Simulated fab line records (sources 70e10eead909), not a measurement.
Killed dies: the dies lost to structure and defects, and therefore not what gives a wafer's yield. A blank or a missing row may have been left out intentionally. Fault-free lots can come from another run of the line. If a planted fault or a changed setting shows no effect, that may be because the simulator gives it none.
Matching of chambers -- flow nand-harc -- NHARC_P_M2_CMP_23 on cmp-03: 4 sister chambers
The step polishes, t overpolish 20 s, target thk 144.3 nm. 4 wafers are shown with their chamber, then 8 later ones without.

== WAFERS PAIRED WITH THEIR CHAMBERS ==
wafer,chamber,motor-current-A (A)
L085.3,0,14.6
L088.2,1,12.3
L090.6,3,12.6
L091.2,2,13.9

== WAFERS WITHOUT THEIR CHAMBER ==
wafer,motor-current-A (A)
L091.3,11.9
L091.6,14.7
L094.3,12.1
L094.4,11.6
L094.5,11.5
L097.2,14.8
L097.5,14.3
L097.6,11.5

== THE CHAMBER EACH PASSED THROUGH ==
wafer,from the rows above,in truth
L091.3,can't be placed: 1 or 3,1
L091.6,can't be placed: 0 or 2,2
L094.3,can't be placed: 1 or 3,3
L094.4,can't be placed: 1 or 3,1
L094.5,can't be placed: 1 or 3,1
L097.2,can't be placed: 0 or 2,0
L097.5,can't be placed: 0 or 2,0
L097.6,can't be placed: 1 or 3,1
0 of 8 placed correctly. Not placeable from these rows: 8 (in 8, the candidates include the true chamber). Placed wrongly: 0.
How it was worked out, from the rows above alone: a wafer's distance from a chamber is the root of the sum, over the readings, of the square of ((its reading less the chamber's mean) divided by the reading's scatter). The wafer belongs to the nearest chamber; if the next one is less than 2 further off, it can't be placed. For every chamber, the mean is computed from those of its wafers that are shown. The scatter (one wafer shown for each chamber): square how far every hidden wafer sits from the nearest shown wafer, average those squares and take the square root.
